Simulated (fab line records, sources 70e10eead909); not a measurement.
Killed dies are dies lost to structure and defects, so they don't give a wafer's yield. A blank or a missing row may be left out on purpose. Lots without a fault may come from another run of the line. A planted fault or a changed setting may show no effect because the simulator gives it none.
fab line records | flow nand_harc
record lots=12 wafers=33 last_day=32
route steps=1302 shown A_CHANNEL_HOLE_D1@465 A_CHANNEL_FILL_D1@499 END@1302
lots that met no fault: from a run of the same line without faults
start_h: hours from the record's first day to the start of the lot's first wafer shown | wait_h: hours since the lot's step before | " the same as in the row above | L1.1+2: a row that stands for several wafers | - no value, or no start given | * or withheld: withheld | < > ~ a bound
route shown NAME@n: a module of which the file shows steps, and the number in the route of the first | usual: mean/standard deviation of fault-free wafers | same: alike in all rows | chamber/n: place in a boat | sites: the reading at each site | _std_site: their standard deviation | _edge_site: outer sites' mean less inner sites' | radius_mm: how far each site lies from the wafer's centre | mask NAME#n: copy n | behind: the tool/chamber that last shaped the wafer | hold: why the lot was held/for how many hours/how that ended | device: the transistor (n, p or np) that didn't switch | end of line: the same wafers' tests at the end of the route | a step without rows: its recipe alone | killed: dies lost to structure and defects at the first sort, not the wafer's yield | map: a wafer's dies, x killed, . not, _ none there
set.NAME: the setting as run; set.NAME@STEP: as run at that earlier step | model.NAME: the simulator's own value behind a step, which no gauge read
steps of the route over a sample of lots; a table a step, a row a wafer
services: from which hour (start_h, from the record's first day; less than 0 if before it) a tool's chamber was out of use, for how many hours, and why
## steps
# step NHARC_A_CHANNEL_HOLE_D1_DESCUM_15
# recipe time_s=3 o2_flow_sccm=200 ar_flow_sccm=0 bias_power_w=0 chemistry=O2
# usual chamber_pressure_mTorr=60.00/0.048 drypump_motor_current_A=5.9/0.33 oes_product_au=1.001/0.0084 rf_vpp_V=57.7/0.93 showerhead_plenum_p_Torr=1.89/0.081 throttle_valve_pct=11.312/0.0088
# columns lot.wafer tool chamber start_h wait_h chamber_pressure_mTorr drypump_motor_current_A oes_product_au rf_hours_counter_h rf_vpp_V showerhead_plenum_p_Torr throttle_valve_pct
L126.3 rie_diel-13 3 185.73 0.1 59.97 5.4 1.027 4 56.7 1.80 11.316
L126.6 " 2 " " 59.91 5.3 1.000 - 57.5 1.84 11.315
L126.5 " 3 " " 59.94 5.4 1.021 - 56.8 1.80 11.294
L130.4 rie_diel-07 1 215.73 0.1 60.04 6.1 0.993 5 58.2 2.03 11.325
L130.3 " 2 " " 60.02 6.3 0.995 6 59.2 1.92 11.318
L130.5 " 0 " " 59.96 5.5 0.993 - 58.0 1.82 11.315
L132.3 rie_diel-07 2 241.23 0.1 60.07 6.3 0.994 9 58.5 1.92 11.306
L132.2 " 3 " " 60.03 6.1 1.000 8 56.4 1.84 11.315
L132.1 " 1 " " 59.95 6.1 0.993 8 58.7 2.03 11.323
L131.4 rie_diel-13 2 241.39 0.1 59.96 5.3 0.993 23 58.1 1.83 11.299
L131.3 " 3 " " 60.05 5.4 1.006 25 56.9 1.80 11.306
L131.6 " 2 " " 59.98 5.3 0.989 - 57.9 1.83 11.311
L133.3 rie_diel-07 1 246.55 0.1 60.09 6.1 1.001 8 58.0 2.03 11.307
L133.2 " 3 " " 59.92 6.1 1.005 9 57.8 1.84 11.312
L133.6 " 1 " " 59.91 6.1 0.993 - 59.1 2.03 11.318
L134.4 rie_diel-07 3 263.78 0.1 59.97 6.1 0.998 10 58.0 1.84 11.303
L134.3 " 0 " " 59.99 5.5 0.993 9 57.9 1.82 11.309
L134.2 " 1 " " 59.97 6.1 1.002 9 57.7 2.03 11.307
L137.3 rie_diel-07 0 286.61 0.1 60.04 5.6 0.992 11 57.7 1.82 11.319
L137.4 " 2 " " 60.02 6.3 0.994 13 58.0 1.92 11.314
L137.1 " 3 " " 59.99 6.1 1.008 12 56.4 1.84 11.317
L138.2 rie_diel-10 2 294.93 0.1 59.89 5.2 0.990 13 56.7 1.88 11.297
L138.3 " 0 " " 59.94 5.7 1.006 13 56.3 1.84 11.312
L138.5 " 2 " " 60.01 5.2 0.997 - 58.3 1.88 11.310
L139.2 rie_diel-07 0 308.66 0.1 59.99 5.6 1.000 0 57.3 1.82 11.314
L139.4 " 2 " " 60.06 6.3 0.995 0 58.8 1.92 11.321
L139.5 " 1 " " 59.92 6.1 1.001 - 57.7 2.03 11.322
L142.5 rie_diel-07 0 344.42 0.1 59.95 5.6 0.991 - 58.2 1.82 11.315
L142.6 " 1 " " 60.00 6.0 0.998 - 58.0 2.03 11.320
L143.6 rie_diel-07 3 348.81 0.1 60.00 6.1 1.010 - 56.9 1.84 11.328
L143.5 " 0 " " 59.96 5.5 0.996 - 57.7 1.82 11.309
L144.3 rie_diel-07 1 359.33 0.1 60.02 6.0 0.995 6 57.6 2.03 11.313
L144.2 " 2 " " 60.06 6.3 1.009 6 57.2 1.92 11.302
# step NHARC_A_CHANNEL_HOLE_D1_ETCH_25
# recipe bias_v=5000 source_w=withheld pressure_mtorr=20 time_s=1040.2 ar_flow_sccm=375 c4f8_flow_sccm=93.8 o2_flow_sccm=31.2 temp_c=-20 target_depth_a=15000 chemistry=C4F8/O2/Ar
# usual chamber_pressure_mTorr=19.999/0.02 drypump_motor_current_A=5.27/0.19 showerhead_plenum_p_Torr=3.65/0.12 throttle_valve_pct=32.235/0.0096
# columns lot.wafer tool chamber start_h wait_h chamber_pressure_mTorr drypump_motor_current_A rf_hours_counter_h showerhead_plenum_p_Torr throttle_valve_pct
L126.3 har_etch-01 0 190.12 0.7 19.997 5.24 - 3.73 32.250
L126.5 " 0 " " 19.979 5.23 - 3.73 32.236
L126.6 " 1 " " 19.993 5.11 - 3.68 32.228
L130.4 har_etch-02 0 223.11 0.7 20.007 5.66 - 3.75 32.232
L130.3 " 1 " " 20.009 5.24 - 3.42 32.250
L130.5 " 0 " " 20.006 5.62 - 3.75 32.214
L132.1 har_etch-01 0 247.08 0.6 19.985 5.23 121 3.71 32.218
L132.2 " 1 " " 19.985 5.10 121 3.66 32.216
L132.3 " 0 " " 19.980 5.24 - 3.71 32.238
L131.3 har_etch-02 0 248.79 0.7 20.022 5.65 - 3.74 32.231
L131.4 " 1 " " 20.010 5.21 - 3.42 32.242
L131.6 " 0 " " 20.033 5.65 - 3.74 32.225
L133.2 har_etch-01 1 251.39 0.7 20.005 5.09 125 3.66 32.237
L133.3 " 1 " " 19.993 5.12 - 3.66 32.226
L133.6 " 1 " " 20.006 5.09 - 3.66 32.233
L134.2 har_etch-02 1 267.85 0.6 20.006 5.23 347 3.41 32.219
L134.4 " 1 " " 19.984 5.23 - 3.41 32.241
L134.3 " 0 " " 20.042 5.63 - 3.73 32.239
L137.1 har_etch-01 0 292.80 0.6 19.987 5.23 152 3.70 32.239
L137.4 " 0 " " 19.981 5.23 - 3.70 32.241
L137.3 " 1 " " 20.012 5.11 - 3.65 32.234
L138.2 har_etch-01 0 299.39 0.6 20.000 5.24 155 3.70 32.240
L138.3 " 0 " " 19.975 5.25 - 3.70 32.237
L138.5 " 1 " " 19.981 5.09 - 3.65 32.242
L139.2 har_etch-01 0 312.75 0.6 19.968 5.25 163 3.69 32.222
L139.4 " 0 " " 20.021 5.24 - 3.69 32.235
L139.5 " 1 " " 19.990 5.09 - 3.64 32.237
L142.5 har_etch-02 1 351.44 0.7 20.004 5.23 - 3.39 32.258
L142.6 " 0 " " 20.006 5.65 - 3.71 32.235
L143.5 har_etch-01 1 353.45 0.7 19.983 5.08 - 3.63 32.221
L143.6 " 0 " " 19.973 5.26 - 3.68 32.240
L144.2 har_etch-01 1 365.85 0.6 20.015 5.09 194 3.63 32.257
L144.3 " 1 " " 19.991 5.08 - 3.63 32.246
# step NHARC_A_CHANNEL_HOLE_D1_ETCH_44
# recipe target_depth_a=1400 overetch_a=140 time_s=77 ion_energy_ev=100 cf4_flow_sccm=80 o2_flow_sccm=20 ar_flow_sccm=0 rf_w=300 bias_w=100 chemistry=CF4/O2
# usual chamber_pressure_mTorr=30.000/0.025 drypump_motor_current_A=5.9/0.35 oes_product_au=1.002/0.0089 rf_vpp_V=197.4/1.3 showerhead_plenum_p_Torr=1.32/0.049 throttle_valve_pct=13.399/0.0094
# columns lot.wafer tool chamber start_h wait_h chamber_pressure_mTorr drypump_motor_current_A oes_product_au rf_hours_counter_h rf_vpp_V showerhead_plenum_p_Torr throttle_valve_pct
L126.3 rie_diel-07 1 191.65 0.1 29.952 6.1 0.987 4 199.2 1.41 13.404
L126.6 " 1 " " 30.006 6.1 0.992 - 199.2 1.41 13.406
L126.5 " 2 " " 29.997 6.3 1.003 - 198.9 1.34 13.399
L130.4 rie_diel-13 2 224.66 0.1 29.989 5.4 1.000 18 196.3 1.28 13.416
L130.3 " 0 " " 29.991 6.1 0.994 17 197.5 1.30 13.388
L130.5 " 2 " " 29.993 5.3 0.998 - 197.1 1.28 13.418
L132.1 rie_diel-13 0 248.90 0.1 30.013 6.0 0.990 26 197.2 1.30 13.400
L132.2 " 1 " " 29.969 5.9 1.003 24 199.8 1.37 13.396
L132.3 " 2 " " 29.948 5.3 0.998 25 196.4 1.28 13.403
L131.3 rie_diel-07 0 250.37 0.1 29.985 5.5 0.989 9 197.8 1.27 13.407
L131.6 " 2 " " 30.036 6.3 1.010 - 198.8 1.34 13.405
L131.4 " 0 " " 30.008 5.5 1.004 - 195.4 1.27 13.395
L133.3 rie_diel-07 2 253.10 0.1 29.975 6.3 0.999 10 197.0 1.34 13.382
L133.2 " 3 " " 29.991 6.1 1.002 10 198.2 1.29 13.391
L133.6 " 2 " " 29.998 6.3 1.001 - 199.5 1.34 13.407
L134.3 rie_diel-07 1 269.65 0.1 29.994 6.0 1.008 10 200.2 1.41 13.388
L134.2 " 3 " " 29.987 6.1 1.022 11 196.1 1.28 13.397
L134.4 " 0 " " 29.985 5.5 0.992 10 197.0 1.27 13.402
L137.3 rie_diel-10 1 295.01 0.1 29.981 5.7 0.995 12 197.5 1.35 13.392
L137.4 " 2 " " 30.060 5.1 0.995 13 196.1 1.31 13.401
L137.1 " 3 " " 30.006 5.6 1.005 13 196.6 1.27 13.388
L138.3 rie_diel-13 0 301.78 0.1 29.982 6.0 1.013 36 196.1 1.30 13.393
L138.2 " 3 " " 29.981 5.4 1.001 44 195.9 1.25 13.385
L138.5 " 1 " " 29.979 5.9 1.009 - 197.0 1.37 13.385
L139.2 rie_diel-07 1 314.62 0.1 30.001 6.0 1.004 1 199.4 1.41 13.392
L139.5 " 3 " " 30.000 6.1 0.995 - 197.1 1.28 13.393
L139.4 " 1 " " 30.006 6.1 0.999 - 198.4 1.41 13.391
L142.5 rie_diel-07 3 353.15 0.1 29.973 6.1 1.010 - 195.6 1.28 13.406
L142.6 " 0 " " 30.026 5.5 0.922 - 196.3 1.27 13.397
L143.5 rie_diel-07 2 354.73 0.1 29.965 6.3 1.004 - 196.5 1.34 13.388
L143.6 " 3 " " 29.975 6.1 0.935 - 195.4 1.28 13.378
L144.2 rie_diel-07 0 367.70 0.1 30.001 5.5 1.001 5 196.7 1.27 13.388
L144.3 " 1 " " 30.024 6.1 0.923 7 199.6 1.41 13.401
# step NHARC_A_CHANNEL_FILL_D1_ETCHBACK_19
# recipe target_depth_a=50 time_s=1.7 hbr_flow_sccm=150 cl2_flow_sccm=50 rf_w=400 icp_w=400 bias_w=100 chemistry=HBr/Cl2
# usual chamber_pressure_mTorr=15.001/0.013 drypump_motor_current_A=5.8/0.58 oes_product_au=0.997/0.011 throttle_valve_pct=26.407/0.008
# columns lot.wafer tool chamber start_h wait_h chamber_pressure_mTorr drypump_motor_current_A oes_product_au rf_hours_counter_h throttle_valve_pct
L126.3 rie_si-02 3 216.96 0.4 15.011 6.4 1.002 0.71 26.397
L126.5 " 0 " " 14.995 5.1 0.983 - 26.413
L126.6 " 1 " " 15.015 4.7 1.008 - 26.416
L130.4 rie_si-03 2 251.84 0.4 15.034 5.8 1.006 0.12 26.407
L130.3 " 3 " " 15.009 5.8 0.990 0.12 26.412
L130.5 " 2 " " 14.984 5.8 1.012 - 26.409
L132.3 rie_si-02 0 275.49 0.4 14.997 5.1 1.007 1.00 26.403
L132.2 " 1 " " 15.020 4.7 1.027 1.07 26.409
L132.1 " 3 " " 15.010 6.3 1.005 0.95 26.402
L131.3 rie_si-01 3 275.49 0.4 15.030 5.3 1.014 0.55 26.409
L131.4 " 1 " " 15.011 6.1 1.004 0.30 26.410
L131.6 " 3 " " 14.971 5.3 1.017 - 26.412
L133.2 rie_si-03 1 281.98 0.4 15.006 5.2 0.990 0.33 26.410
L133.3 " 0 " " 14.996 6.5 0.998 0.24 26.406
L133.6 " 1 " " 15.021 5.2 0.990 - 26.413
L134.2 rie_si-03 3 295.54 0.4 15.022 5.8 0.971 0.35 26.394
L134.3 " 1 " " 15.006 5.3 0.987 0.37 26.390
L134.4 " 2 " " 15.017 5.9 0.999 0.34 26.404
L137.3 rie_si-01 2 323.03 0.4 14.979 6.1 1.010 0.82 26.416
L137.4 " 0 " " 14.977 6.7 0.996 0.90 26.423
L137.1 " 1 " " 14.979 6.1 1.002 0.67 26.400
L138.3 rie_si-03 3 330.94 0.4 14.983 5.8 0.977 0.64 26.418
L138.2 " 0 " " 14.982 6.5 0.999 0.60 26.399
L138.5 " 3 " " 14.996 5.8 0.979 - 26.403
L139.2 rie_si-03 0 340.08 0.4 15.008 6.5 1.001 0.61 26.409
L139.4 " 1 " " 14.986 5.2 0.982 0.60 26.398
L139.5 " 3 " " 14.987 5.8 0.974 - 26.398
L142.5 rie_si-03 2 378.58 0.4 14.997 5.8 0.993 - 26.410
L143.5 rie_si-02 0 378.58 0.4 14.997 5.2 0.992 - 26.406
L144.2 rie_si-02 2 394.98 0.4 14.994 5.7 1.017 0.67 26.392
# step NHARC_END_SORT_01
# recipe temp_c=25
# usual killed_at_array=46/16 killed_at_other=0.9/1.3 killed_at_periphery=4.1/3 killed_dies=51/17 killed_open=3.5/1.8 killed_short=2.5/1.8
# same gross_dies=677
# columns lot.wafer tool chamber start_h wait_h killed_at_array killed_at_other killed_at_periphery killed_dies killed_open killed_short
L143.5 prober-01 0 745.33 3.6 39 0 3 42 2 2
L143.6 prober-01 0 746.12 3.9 662 0 5 667 3 2
L144.2 prober-02 0 769.53 2.8 30 2 11 43 5 2
L144.3 prober-02 0 770.31 3.1 649 0 6 655 5 6
# killed by level:class
L143.5 A_STAIRCASE:chamber_film_flake=10 A_CHANNEL_HOLE_D2:chamber_film_flake=7 A_CHANNEL_HOLE_D1:chamber_film_flake=6 A_CONTACT:chamber_film_flake=4 A_WL_FILL:chamber_film_flake=3 A_WL_FILL:geometric_particle:short=2 A_M0:geometric_particle:open=2 A_SLIT:chamber_film_flake=2
L143.6 A_CHANNEL_HOLE_D1:area_etch=625 A_CHANNEL_HOLE_D1:chamber_film_flake=11 A_STAIRCASE:chamber_film_flake=8 A_SLIT:chamber_film_flake=7 P_GATE:chamber_film_flake=3 A_CHANNEL_HOLE_D2:chamber_film_flake=3 A_CONTACT:chamber_film_flake=3 P_M1:geometric_particle:open=1
L144.2 A_CONTACT:chamber_film_flake=9 P_M1:chamber_film_flake=6 A_CHANNEL_HOLE_D1:chamber_film_flake=5 P_GATE:chamber_film_flake=4 A_WL_FILL:chamber_film_flake=3 A_CHANNEL_HOLE_D2:chamber_film_flake=2 A_SLIT:chamber_film_flake=2 THIN_TSV:chamber_film_flake=2
L144.3 A_CHANNEL_HOLE_D1:area_etch=603 A_CHANNEL_HOLE_D1:chamber_film_flake=10 A_SLIT:chamber_film_flake=8 A_CHANNEL_HOLE_D2:chamber_film_flake=6 A_CONTACT:chamber_film_flake=6 P_M1:chamber_film_flake=4 A_STAIRCASE:chamber_film_flake=3 A_CHANNEL_FILL_D2:geometric_particle:open=2
## services
# columns tool chamber start_h hours kind
rie_si-01 2 166.28 5.7 repair
rie_diel-13 - 167.23 9.0 pm
rie_diel-13 - 186.67 0.6 repair
rie_diel-10 1 191.63 15.1 repair
rie_si-01 - 193.00 9.0 pm
rie_si-01 1 206.60 29.3 repair
rie_si-03 - 221.00 9.0 pm
rie_diel-13 - 222.22 1.0 repair
rie_diel-07 3 225.57 2.3 repair
rie_si-03 0 238.30 12.3 repair
rie_diel-07 1 248.96 11.9 repair
rie_diel-13 0 251.50 13.5 repair
rie_si-02 - 277.08 9.0 pm
rie_diel-07 - 285.05 0.3 repair
rie_diel-07 - 294.90 9.0 pm
rie_diel-07 0 314.04 8.0 repair
rie_diel-07 3 324.45 5.9 repair
rie_si-03 0 331.50 6.7 repair
rie_si-02 3 336.47 7.7 repair
rie_diel-13 3 339.40 1.3 repair
rie_diel-13 - 344.23 9.0 pm
rie_diel-07 2 370.22 1.8 repair
rie_diel-13 - 375.05 0.7 repair
har_etch-02 - 381.63 17.0 pm
## key
first_sign step=NHARC_A_CHANNEL_HOLE_D1_ETCH_44 reading=oes_product_au direction=down sigmas=8.6 usual=1.002 struck=0.927
effect step=NHARC_END_SORT_01 reading=killed_at_array direction=up sigmas=37 usual=46 struck=656
more_kills_born_at NHARC_A_CHANNEL_HOLE_D1_ETCH_44@rie_diel-07=1228
met_at NHARC_A_CHANNEL_HOLE_D1_ETCH_44
struck_lots L142,L143,L144
struck_wafers L142.6,L143.6,L144.3
later_rows_left_out L142.6,L143.6,L144.3
sort_left_out L142.6
tester_left_out L142,L143,L144
not_acting_at NHARC_A_CHANNEL_HOLE_D1_DESCUM_15,NHARC_A_CHANNEL_HOLE_D1_ETCH_25,NHARC_A_CHANNEL_FILL_D1_ETCHBACK_19
onset_between 314.62 353.15
fault kind=process_parameter_drift tool=rie_diel-07 chamber=- onset_h=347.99 steps=NHARC_A_CHANNEL_HOLE_D1_ETCH_44 channel=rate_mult offset=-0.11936 shape=step end_h=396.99 scope=struck_wafers_only
# tester_left_out: of these lots the tester's yield and bins aren't shown, on N5 and GAA mostly nor the transistor test; their killed dies are dies lost to structure and defects alone, not to doping, threshold or leakage, so they don't give the yield
# sort_left_out: the simulated sort isn't trusted on such a fault, so these wafers' sort isn't shown, and their yield isn't known
# later_rows_left_out: the simulator's readings of these wafers behind a module that went badly wrong aren't trusted and aren't shown, but for the sort
